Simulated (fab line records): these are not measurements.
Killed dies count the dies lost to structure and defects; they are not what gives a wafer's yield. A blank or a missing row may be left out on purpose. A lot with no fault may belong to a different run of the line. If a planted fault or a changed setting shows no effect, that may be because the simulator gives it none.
Matching of chambers | flow n5Finfet | N5_BEOL_M1_ETCH_70 on rieDiel-04 has 4 sister chambers
The step etches SOC in N2/H2, target depth 80 nm, overetch 16 nm, time 120 s. 16 wafers are shown with their chamber, then 8 later ones without.

== WAFERS PAIRED WITH THEIR CHAMBERS ==
wafer  | chamber | showerheadPlenumPTorr (Torr) | throttleValvePct (%) | oesProductAu (a.u.)
L081.3 | 0       | 2.51                         | 18.17                | 0.53
L081.4 | 3       | 2.42                         | 17.66                | 0.54
L081.5 | 0       | 2.51                         | 18.17                | 0.54
L083.2 | 2       | 2.58                         | 17.33                | 0.67
L083.5 | 1       | 2.34                         | 17.53                | 0.58
L083.6 | 2       | 2.58                         | 17.33                | 0.67
L085.1 | 1       | 2.33                         | 17.53                | 0.57
L085.3 | 2       | 2.58                         | 17.34                | 0.67
L085.4 | 3       | 2.42                         | 17.67                | 0.54
L087.1 | 3       | 2.41                         | 17.69                | 0.52
L087.4 | 1       | 2.33                         | 17.55                | 0.57
L087.5 | 2       | 2.58                         | 17.34                | 0.65
L091.2 | 1       | 2.33                         | 17.57                | 0.56
L091.5 | 1       | 2.33                         | 17.54                | 0.57
L091.6 | 3       | 2.41                         | 17.67                | 0.53
L094.1 | 1       | 2.33                         | 17.56                | 0.56

SIGNATURES (means of the wafers above)
reading               | chamber 0 | chamber 1 | chamber 2 | chamber 3 | scatter within a chamber
showerheadPlenumPTorr | 2.5100    | 2.3317    | 2.5800    | 2.4150    | 0.00391
throttleValvePct      | 18.1700   | 17.5467   | 17.3350   | 17.6725   | 0.0126
oesProductAu          | 0.5350    | 0.5683    | 0.6650    | 0.5325    | 0.0087
Rule: distance of a wafer from a chamber = root of the sum over the readings of ((wafer's reading minus chamber's mean) / reading's scatter) squared. If the next closest chamber is less than 2 further off than the closest, the wafer can't be placed; otherwise it belongs to the closest. How the scatter is found: for the shown wafers, subtract from each reading the mean of its chamber, square and add these, divide the total by (wafers less chambers), then take the root.

== WAFERS MISSING THEIR CHAMBER ==
wafer  | showerheadPlenumPTorr (Torr) | throttleValvePct (%) | oesProductAu (a.u.)
L094.4 | 2.57                         | 17.35                | 0.65
L094.5 | 2.33                         | 17.58                | 0.57
L095.1 | 2.57                         | 17.36                | 0.65
L095.3 | 2.33                         | 17.57                | 0.57
L095.4 | 2.41                         | 17.69                | 0.52
L097.2 | 2.41                         | 17.72                | 0.52
L097.3 | 2.32                         | 17.59                | 0.56
L097.5 | 2.57                         | 17.37                | 0.64

== EACH ONE'S CHAMBER ==
wafer  | from the rows above | in truth
L094.4 | 2                   | 2
L094.5 | 1                   | 1
L095.1 | 2                   | 2
L095.3 | 1                   | 1
L095.4 | 3                   | 3
L097.2 | 3                   | 3
L097.3 | 1                   | 1
L097.5 | 2                   | 2
8 of 8 placed correctly. Left unplaced by these rows: 0. Number placed wrongly: 0.
